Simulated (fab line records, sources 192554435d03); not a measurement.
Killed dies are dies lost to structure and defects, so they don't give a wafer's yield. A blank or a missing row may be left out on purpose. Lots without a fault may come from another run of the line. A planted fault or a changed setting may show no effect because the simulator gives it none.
Chamber matching | flow n5_finfet | N5_MOL_CONTACT_COAG_DESCUM_13 on rie_diel-06: 4 sister chambers
The step chemistry O2, time 7 s. 4 wafers are shown with their chamber, then 7 later ones without.

WAFERS WITH THEIR CHAMBER
wafer  | chamber | drypump_motor_current_A (A)
L088.1 | 0       | 6.00
L088.5 | 2       | 5.54
L092.2 | 1       | 5.41
L092.4 | 3       | 5.93

WAFERS WITHOUT THEIR CHAMBER
wafer  | drypump_motor_current_A (A)
L092.5 | 6.06
L097.1 | 5.92
L097.2 | 5.40
L097.3 | 5.54
L097.4 | 6.03
L097.5 | 5.39
L097.6 | 6.05

WHICH CHAMBER EACH WENT THROUGH
wafer  | from the rows above | in truth
L092.5 | 0                   | 0
L097.1 | 3                   | 3
L097.2 | 1                   | 1
L097.3 | 2                   | 2
L097.4 | 0                   | 0
L097.5 | 1                   | 1
L097.6 | 0                   | 0
Placed correctly: 7 of 7. Can't be placed from these rows: 0. Placed wrongly: 0.
How it was worked out, from the rows above alone: a wafer's distance from a chamber is the root of the sum, over the readings, of the square of ((its reading less the chamber's mean) divided by the reading's scatter). The wafer belongs to the nearest chamber; if the next one is less than 2 further off, it can't be placed. A chamber's mean is the mean of its shown wafers. The scatter: with one shown wafer a chamber, the root of the mean of the squares of how far each hidden wafer lies from its nearest shown one.
